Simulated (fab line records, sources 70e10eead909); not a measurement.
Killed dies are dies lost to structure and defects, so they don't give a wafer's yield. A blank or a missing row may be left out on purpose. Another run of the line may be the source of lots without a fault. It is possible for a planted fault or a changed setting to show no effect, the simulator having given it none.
fab line records + flow nandHarc
record
- lots=6
- wafers=18
- lastDay=31
route steps=1302 shown A_M1@1172
lots that met no fault: taken from a fault-free run of the same line
startH: hours from the record's opening day to when the first of the lot's shown wafers began + waitH: hours elapsed since this lot's preceding step + " repeats the value in the row above + L1.1+2: one row covering several wafers at once + - no value, or no start was given + * or withheld: withheld + < > ~ a bound
route shown NAME@n: a module of which the file shows steps, and the number in the route of the first + usual: mean/standard deviation taken from wafers without a fault + same: alike in all rows + chamber/n: place in a boat + sites: per-site readings + _std_site: standard deviation of those values + _edge_site: outer sites' mean less inner sites' + radiusMm: for every site, how far away it sits from the centre of the wafer + mask NAME#n: copy n + behind: the last tool/chamber to shape the wafer + hold: why the lot was held/for how many hours/how that ended + device: the n, p or np transistor that did not switch + end of line: tests of these same wafers at the route's end + for a step that has no rows: nothing shown but its recipe + killed: dies that structure and defects cost at the first sort, which is not the same as the wafer's yield + map: the dies of a wafer, with x for killed, . for not killed, _ for no die there
set.NAME: the setting that was run; set.NAME@STEP: the one run at that earlier step + model.NAME: the simulator's own value behind a step, which no gauge read
lots seen at some steps along the route; tables by step, rows by wafer
services: from which hour (startH, from the record's first day; less than 0 if before it) a tool's chamber was out of use, for how many hours, and why
## steps
# step NHARC_A_M1_COAT_34
# recipe
- tempC=200
- timeS=65
# step NHARC_A_M1_COAT_03
# recipe
- spinRpm=1500
- resistThkNm=90
# step NHARC_A_M1_SOFTBAKE_04
# recipe
- tempC=105
- timeS=55
# step NHARC_A_M1_EBR_05
# step NHARC_A_M1_EXPOSE_06
# recipe
- na=1.35
- targetCdNm=120
- doseMj=75.13
- maskId=A_M1
# step NHARC_A_M1_PEB_07
# recipe
- pebTempC=100
- pebTimeS=65
# step NHARC_A_M1_DEVELOP_08
# recipe
- developTimeS=35
- devTempC=23
# step NHARC_A_M1_CD_MEAS_09
# recipe
- targetCdNm=120
- landingEnergyEv=500
# usual
- cdNm=119.5/0.86
| lot.wafer | tool     | chamber | startH | waitH | cdNm  |
|-----------|----------|---------|--------|-------|-------|
| L448.1    | cdSem-03 | 0       | 560.22 | -     | 117.2 |
| L448.2    | "        | 0       | "      | "     | 119.0 |
| L448.6    | "        | 0       | "      | "     | 117.8 |
| L450.1    | cdSem-01 | 0       | 560.50 | -     | 119.2 |
| L450.5    | "        | 0       | "      | "     | 119.8 |
| L450.6    | "        | 0       | "      | "     | 119.3 |
| L453.1    | cdSem-01 | 0       | 589.50 | -     | 118.9 |
| L453.4    | "        | 0       | "      | "     | 119.0 |
| L453.5    | "        | 0       | "      | "     | 120.2 |
| L455.3    | cdSem-01 | 0       | 605.17 | -     | 119.5 |
| L455.4    | "        | 0       | "      | "     | 120.0 |
| L455.5    | "        | 0       | "      | "     | 119.2 |
| L468.1    | cdSem-01 | 0       | 743.62 | -     | 120.0 |
| L468.4    | "        | 0       | "      | "     | 119.5 |
| L468.6    | "        | 0       | "      | "     | 119.4 |
| L467.1    | cdSem-02 | 0       | 747.53 | -     | 120.2 |
| L467.5    | "        | 0       | "      | "     | 120.0 |
| L467.6    | "        | 0       | "      | "     | 120.0 |
# step NHARC_A_M1_OVL_MEAS_10
# recipe
- pitchNm=240
# usual
- overlayXNm=0.0/1.1
- overlayYNm=-0.1/0.92
| lot.wafer | tool       | chamber | startH | waitH | overlayXNm | overlayYNm |
|-----------|------------|---------|--------|-------|------------|------------|
| L448.1    | overlay-02 | -       | 560.31 | -     | -0.1       | -0.3       |
| L448.2    | "          | -       | "      | "     | -0.2       | -0.6       |
| L448.6    | "          | -       | "      | "     | 0.1        | 0.0        |
| L450.1    | overlay-01 | -       | 560.59 | -     | -0.6       | -0.2       |
| L450.5    | "          | -       | "      | "     | -1.2       | -0.8       |
| L450.6    | "          | -       | "      | "     | -0.8       | -0.8       |
| L453.1    | overlay-01 | -       | 589.58 | -     | -0.6       | 0.8        |
| L453.4    | "          | -       | "      | "     | -1.2       | 0.9        |
| L453.5    | "          | -       | "      | "     | -1.0       | 0.6        |
| L455.3    | overlay-02 | -       | 605.25 | -     | 1.3        | 0.4        |
| L455.4    | "          | -       | "      | "     | 1.0        | 0.5        |
| L455.5    | "          | -       | "      | "     | 0.8        | 0.5        |
| L468.1    | overlay-01 | -       | 743.71 | -     | -0.7       | 0.2        |
| L468.4    | "          | -       | "      | "     | -1.3       | 0.3        |
| L468.6    | "          | -       | "      | "     | -0.4       | 0.1        |
| L467.1    | overlay-02 | -       | 747.62 | -     | 0.9        | 0.0        |
| L467.5    | "          | -       | "      | "     | 0.4        | 0.5        |
| L467.6    | "          | -       | "      | "     | 0.2        | 0.1        |
# step NHARC_A_M1_INSPECT_11
# usual
- rawDefectCount=88/29
| lot.wafer | tool             | chamber | startH | waitH | rawDefectCount |
|-----------|------------------|---------|--------|-------|----------------|
| L448.1    | defectInspect-01 | -       | 560.34 | 0.0   | 99             |
| L448.2    | "                | -       | "      | "     | 126            |
| L448.6    | "                | -       | "      | "     | 113            |
| L450.1    | defectInspect-01 | -       | 560.62 | 0.0   | 102            |
| L450.5    | "                | -       | "      | "     | 111            |
| L450.6    | "                | -       | "      | "     | 121            |
| L453.1    | defectInspect-01 | -       | 589.62 | 0.0   | 133            |
| L453.4    | "                | -       | "      | "     | 133            |
| L453.5    | "                | -       | "      | "     | 133            |
| L455.3    | defectInspect-01 | -       | 605.29 | 0.0   | 133            |
| L455.4    | "                | -       | "      | "     | 126            |
| L455.5    | "                | -       | "      | "     | 156            |
| L468.1    | defectInspect-01 | -       | 743.75 | 0.0   | 80             |
| L468.4    | "                | -       | "      | "     | 66             |
| L468.6    | "                | -       | "      | "     | 74             |
| L467.1    | defectInspect-01 | -       | 747.65 | 0.0   | 27             |
| L467.5    | "                | -       | "      | "     | 29             |
| L467.6    | "                | -       | "      | "     | 22             |
# step NHARC_A_M1_DESCUM_14
# recipe
- timeS=3
- o2FlowSccm=200
- arFlowSccm=0
- biasPowerW=0
- chemistry=O2
# usual
- drypumpMotorCurrentA=6.0/0.53
- oesProductAu=0.999/0.014
- rfVppV=57.8/0.79
- showerheadPlenumPTorr=1.91/0.062
- throttleValvePct=11.311/0.0096
| lot.wafer | tool       | chamber | startH | waitH | drypumpMotorCurrentA | oesProductAu | rfHoursCounterH | rfVppV | showerheadPlenumPTorr | throttleValvePct |
|-----------|------------|---------|--------|-------|----------------------|--------------|-----------------|--------|-----------------------|------------------|
| L448.2    | rieDiel-12 | 0       | 560.40 | 0.1   | 6.6                  | 0.993        | 7.1             | 59.2   | 2.01                  | 11.303           |
| L448.1    | "          | 3       | "      | "     | 5.7                  | 0.993        | 6.5             | 56.7   | 1.91                  | 11.317           |
| L448.6    | "          | 0       | "      | "     | 6.6                  | 0.995        | -               | 57.9   | 2.01                  | 11.308           |
| L450.1    | rieDiel-08 | 2       | 560.70 | 0.1   | 6.1                  | 1.000        | 0.1             | 57.6   | 1.94                  | 11.318           |
| L450.6    | "          | 1       | "      | "     | 6.3                  | 0.991        | -               | 58.2   | 2.00                  | 11.305           |
| L450.5    | "          | 2       | "      | "     | 6.1                  | 0.981        | -               | 57.0   | 1.94                  | 11.303           |
| L453.1    | rieDiel-08 | 1       | 589.68 | 0.1   | 6.3                  | 0.993        | 2.1             | 58.6   | 2.00                  | 11.301           |
| L453.4    | "          | 2       | "      | "     | 6.1                  | 0.991        | 2.5             | 58.1   | 1.94                  | 11.306           |
| L453.5    | "          | 2       | "      | "     | 6.2                  | 0.989        | -               | 57.5   | 1.94                  | 11.311           |
| L455.4    | rieDiel-12 | 0       | 605.35 | 0.1   | 6.6                  | 0.988        | 9.2             | 57.3   | 2.01                  | 11.318           |
| L455.3    | "          | 2       | "      | "     | 6.2                  | 1.014        | 9.3             | 57.7   | 2.02                  | 11.316           |
| L455.5    | "          | 0       | "      | "     | 6.6                  | 1.009        | -               | 57.2   | 2.01                  | 11.308           |
| L468.1    | rieDiel-12 | 0       | 743.81 | 0.1   | 6.6                  | 0.999        | 5.0             | 57.6   | 2.01                  | 11.307           |
| L468.4    | "          | 2       | "      | "     | 6.1                  | 1.000        | 5.3             | 58.6   | 2.02                  | 11.325           |
| L468.6    | "          | 0       | "      | "     | 6.6                  | 1.001        | -               | 56.3   | 2.01                  | 11.308           |
| L467.1    | rieDiel-12 | 3       | 747.72 | 0.1   | 5.7                  | 0.999        | 5.9             | 58.1   | 1.91                  | 11.316           |
| L467.5    | "          | 2       | "      | "     | 6.1                  | 1.015        | -               | 58.6   | 2.02                  | 11.314           |
| L467.6    | "          | 3       | "      | "     | 5.7                  | 1.007        | -               | 56.7   | 1.91                  | 11.303           |
# step NHARC_A_M1_ETCH_35
# recipe
- targetDepthA=400
- overetchA=120
- timeS=43.94
- ionEnergyEv=200
- n2FlowSccm=150
- h2FlowSccm=150
- arFlowSccm=0
- rfW=400
- biasW=150
- chemistry=N2/H2
# usual
- drypumpMotorCurrentA=6.0/0.53
- oesProductAu=0.998/0.013
- rfFwdPowerW=395.0/1.9
- rfVppV=430.5/1.9
- showerheadPlenumPTorr=2.04/0.067
- throttleValvePct=14.171/0.0095
| lot.wafer | tool       | chamber | startH | waitH | drypumpMotorCurrentA | oesProductAu | rfFwdPowerW | rfHoursCounterH | rfVppV | showerheadPlenumPTorr | throttleValvePct |
|-----------|------------|---------|--------|-------|----------------------|--------------|-------------|-----------------|--------|-----------------------|------------------|
| L448.2    | rieDiel-12 | 3       | 560.49 | 0.1   | 5.7                  | 1.000        | 392.8       | 6.5             | 430.3  | 2.04                  | 14.166           |
| L448.1    | "          | 1       | "      | "     | 5.8                  | 0.994        | 396.0       | 4.4             | 429.0  | 1.96                  | 14.163           |
| L448.6    | "          | 0       | "      | "     | 6.6                  | 0.995        | 394.1       | -               | 432.8  | 2.15                  | 14.162           |
| L450.1    | rieDiel-08 | 3       | 560.79 | 0.1   | 6.4                  | 1.012        | 392.9       | 0.1             | 429.8  | 1.97                  | 14.166           |
| L450.5    | "          | 1       | "      | "     | 6.3                  | 1.002        | 397.2       | -               | 432.8  | 2.13                  | 14.172           |
| L450.6    | "          | 2       | "      | "     | 6.1                  | 0.998        | 395.3       | -               | 432.8  | 2.06                  | 14.166           |
| L453.1    | rieDiel-08 | 1       | 589.77 | 0.1   | 6.3                  | 0.995        | 396.8       | 2.1             | 432.6  | 2.13                  | 14.188           |
| L453.4    | "          | 2       | "      | "     | 6.1                  | 0.991        | 394.2       | 2.5             | 431.7  | 2.06                  | 14.165           |
| L453.5    | "          | 2       | "      | "     | 6.1                  | 0.986        | 395.4       | -               | 431.6  | 2.06                  | 14.178           |
| L455.4    | rieDiel-12 | 0       | 605.43 | 0.1   | 6.6                  | 0.980        | 395.3       | 9.2             | 434.0  | 2.15                  | 14.171           |
| L455.3    | "          | 1       | "      | "     | 5.8                  | 0.979        | 395.5       | 6.3             | 431.3  | 1.96                  | 14.168           |
| L455.5    | "          | 1       | "      | "     | 5.8                  | 0.983        | 395.5       | -               | 428.0  | 1.96                  | 14.165           |
| L468.4    | rieDiel-12 | 0       | 743.89 | 0.1   | 6.6                  | 1.006        | 395.1       | 5.0             | 432.7  | 2.14                  | 14.163           |
| L468.1    | "          | 2       | "      | "     | 6.2                  | 1.001        | 393.1       | 5.4             | 433.6  | 2.16                  | 14.179           |
| L468.6    | "          | 1       | "      | "     | 5.8                  | 0.992        | 397.1       | -               | 429.0  | 1.96                  | 14.184           |
| L467.1    | rieDiel-12 | 1       | 747.82 | 0.1   | 5.8                  | 0.991        | 395.7       | 4.6             | 427.8  | 1.95                  | 14.171           |
| L467.6    | "          | 2       | "      | "     | 6.1                  | 1.004        | 394.5       | -               | 433.6  | 2.16                  | 14.171           |
| L467.5    | "          | 3       | "      | "     | 5.7                  | 1.011        | 391.3       | -               | 428.7  | 2.03                  | 14.159           |
# step NHARC_A_M1_ETCH_15
# recipe
- targetDepthA=1825
- timeS=91.2
- c4f8FlowSccm=withheld
- arFlowSccm=400
- rfW=600
- biasW=300
- chemistry=C4F8/Ar
# usual
- oesProductAu=0.943/0.023
- rfFwdPowerW=595.7/1.9
- rfVppV=440.8/2.1
| lot.wafer | tool       | chamber | startH | waitH | oesProductAu | rfFwdPowerW | rfHoursCounterH | rfVppV |
|-----------|------------|---------|--------|-------|--------------|-------------|-----------------|--------|
| L448.2    | rieDiel-12 | 0       | 560.58 | -     | 0.942        | 596.1       | 7.1             | 443.9  |
| L448.1    | "          | 2       | "      | "     | 0.955        | 593.5       | 7.0             | 445.3  |
| L448.6    | "          | 1       | "      | "     | 0.944        | 595.6       | -               | 439.0  |
| L450.1    | rieDiel-08 | 3       | 560.91 | -     | 0.965        | 591.4       | 0.1             | 437.2  |
| L450.6    | "          | 1       | "      | "     | 0.962        | 596.9       | -               | 445.4  |
| L450.5    | "          | 2       | "      | "     | 0.939        | 596.0       | -               | 441.7  |
| L453.1    | rieDiel-08 | 0       | 589.85 | -     | 0.972        | 596.7       | 1.1             | 438.3  |
| L453.4    | "          | 3       | "      | "     | 0.993        | 598.0       | 2.6             | 439.2  |
| L453.5    | "          | 1       | "      | "     | 0.955        | 597.8       | -               | 443.0  |
| L455.3    | rieDiel-12 | 3       | 605.53 | -     | 0.968        | 594.4       | 9.1             | 441.0  |
| L455.4    | "          | 0       | "      | "     | 0.923        | 595.7       | 9.3             | 443.1  |
| L455.5    | "          | 3       | "      | "     | 0.961        | 592.1       | -               | 443.6  |
| L468.1    | rieDiel-12 | 2       | 743.98 | -     | 0.889        | 498.4       | 5.4             | 444.0  |
| L468.4    | "          | 3       | "      | "     | 0.887        | 495.8       | 5.9             | 440.5  |
| L468.6    | "          | 2       | "      | "     | 0.885        | 499.7       | -               | 444.3  |
| L467.1    | rieDiel-12 | 3       | 747.91 | -     | 0.843        | 497.9       | 6.0             | 441.4  |
| L467.5    | "          | 0       | "      | "     | 0.844        | 501.7       | -               | 442.6  |
| L467.6    | "          | 1       | "      | "     | 0.812        | 500.6       | -               | 438.3  |
# step NHARC_A_M1_CD_MEAS_16
# usual
- cdNm=119.5/1.2
| lot.wafer | tool     | chamber | startH | waitH | cdNm  |
|-----------|----------|---------|--------|-------|-------|
| L448.1    | cdSem-03 | -       | 560.71 | -     | 117.6 |
| L448.2    | "        | -       | "      | "     | 117.7 |
| L448.6    | "        | -       | "      | "     | 116.3 |
| L450.1    | cdSem-01 | -       | 561.03 | -     | 119.3 |
| L450.5    | "        | -       | "      | "     | 120.0 |
| L450.6    | "        | -       | "      | "     | 119.3 |
| L453.1    | cdSem-01 | -       | 589.99 | -     | 118.4 |
| L453.4    | "        | -       | "      | "     | 119.3 |
| L453.5    | "        | -       | "      | "     | 120.2 |
| L455.3    | cdSem-02 | -       | 605.66 | -     | 119.4 |
| L455.4    | "        | -       | "      | "     | 118.3 |
| L455.5    | "        | -       | "      | "     | 118.7 |
| L468.1    | cdSem-03 | -       | 744.11 | -     | 119.4 |
| L468.4    | "        | -       | "      | "     | 118.8 |
| L468.6    | "        | -       | "      | "     | 119.1 |
| L467.1    | cdSem-01 | -       | 748.03 | -     | 120.4 |
| L467.5    | "        | -       | "      | "     | 120.4 |
| L467.6    | "        | -       | "      | "     | 119.8 |
## services
| tool       | chamber | startH | hours | kind      |
|------------|---------|--------|-------|-----------|
| rieDiel-08 | -       | 544.81 | 9.0   | pm        |
| rieDiel-12 | 0       | 552.40 | -     | clean     |
| rieDiel-12 | 1       | 552.40 | -     | clean     |
| rieDiel-12 | 2       | 552.40 | -     | clean     |
| rieDiel-12 | 3       | 552.40 | -     | clean     |
| rieDiel-08 | 0       | 560.33 | 6.0   | repair    |
| rieDiel-12 | 0       | 576.90 | -     | clean     |
| rieDiel-12 | 1       | 576.90 | -     | clean     |
| rieDiel-12 | 2       | 576.90 | -     | clean     |
| rieDiel-12 | 3       | 576.90 | -     | clean     |
| rieDiel-08 | 0       | 584.50 | 4.0   | repair    |
| rieDiel-12 | 0       | 601.40 | -     | clean     |
| rieDiel-12 | 1       | 601.40 | -     | clean     |
| rieDiel-12 | 2       | 601.40 | -     | clean     |
| rieDiel-12 | 3       | 601.40 | -     | clean     |
| rieDiel-12 | -       | 622.40 | 9.0   | pm        |
| rieDiel-12 | 0       | 622.40 | 9.0   | ventCycle |
| rieDiel-12 | 1       | 622.40 | 9.0   | ventCycle |
| rieDiel-12 | 2       | 622.40 | 9.0   | ventCycle |
| rieDiel-12 | 3       | 622.40 | 9.0   | ventCycle |
| rieDiel-08 | -       | 623.87 | 1.1   | repair    |
| rieDiel-12 | 0       | 631.40 | -     | clean     |
| rieDiel-08 | 2       | 714.36 | 5.9   | repair    |
| rieDiel-08 | -       | 721.81 | 9.0   | pm        |
## key
firstSign
- step=NHARC_A_M1_ETCH_15
- reading=rfFwdPowerW
- direction=down
- sigmas=50
- usual=*
- struck=*
effect
- step=NHARC_A_M1_ETCH_15
- reading=oesProductAu
- direction=down
- sigmas=3.6
- usual=0.943
- struck=0.860
metAt NHARC_A_M1_ETCH_15
struckWafers L467.1,L467.5,L467.6,L468.1,L468.4,L468.6
laterRowsLeftOut L467.1,L467.5,L467.6,L468.1,L468.4,L468.6
sortLeftOut L467.1,L467.5,L467.6,L468.1,L468.4,L468.6
onsetBetween 605.53 743.98
fault
- kind=processParameterDrift
- tool=rieDiel-12
- chamber=-
- onsetH=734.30
- steps=NHARC_A_M1_ETCH_15
- channel=rfW
- offset=*
- shape=step
- endH=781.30
- actsIn=*
- stated=*
# sortLeftOut: the simulated sort isn't trusted on such a fault, so these wafers' sort isn't shown, and their yield isn't known
# laterRowsLeftOut: the simulator's readings of these wafers behind a module that went badly wrong aren't trusted and aren't shown, but for the sort
